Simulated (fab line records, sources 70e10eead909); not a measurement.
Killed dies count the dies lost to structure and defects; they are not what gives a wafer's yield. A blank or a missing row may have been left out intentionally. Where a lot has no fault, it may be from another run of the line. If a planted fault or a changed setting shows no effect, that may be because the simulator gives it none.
Chamber matching    flow nand-harc    ald-hk-02 running NHARC_A_CHANNEL_FILL_D1_ALD_25: 4 sister chambers
The step deposits SiOx, target thk 60 nm, pulse time 10 s, ald cycles 600. 4 wafers are shown with their chamber, then 10 later ones without.

== WAFERS, EACH WITH ITS CHAMBER ==
wafer   chamber  heater-power-w (W)
L086.6  1        474
L085.2  2        412
L085.6  0        361
L089.5  3        535

== WAFERS WITH NO CHAMBER GIVEN ==
wafer   heater-power-w (W)
L089.6  396
L090.1  363
L090.3  478
L090.5  376
L094.1  410
L094.3  535
L094.4  367
L096.2  498
L096.3  399
L096.5  405

== CHAMBER TAKEN BY EACH ==
wafer   from the rows above      in truth
L089.6  can't be placed: 2 or 0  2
L090.1  0                        0
L090.3  1                        1
L090.5  can't be placed: 0 or 2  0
L094.1  2                        2
L094.3  3                        3
L094.4  0                        0
L096.2  can't be placed: 1 or 3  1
L096.3  2                        2
L096.5  2                        2
Placed correctly: 7 of 10. Can't be placed from these rows: 3 (the true chamber is among the candidates in 3). 0 placed wrongly.
How it was worked out, from the rows above alone: a wafer's distance from a chamber is the root of the sum, over the readings, of the square of ((its reading less the chamber's mean) divided by the reading's scatter). The wafer belongs to the nearest chamber; if the next one is less than 2 further off, it can't be placed. A chamber's mean is the mean of its shown wafers. The scatter: root of mean squared gap, hidden wafer to nearest shown wafer, with one shown wafer a chamber.
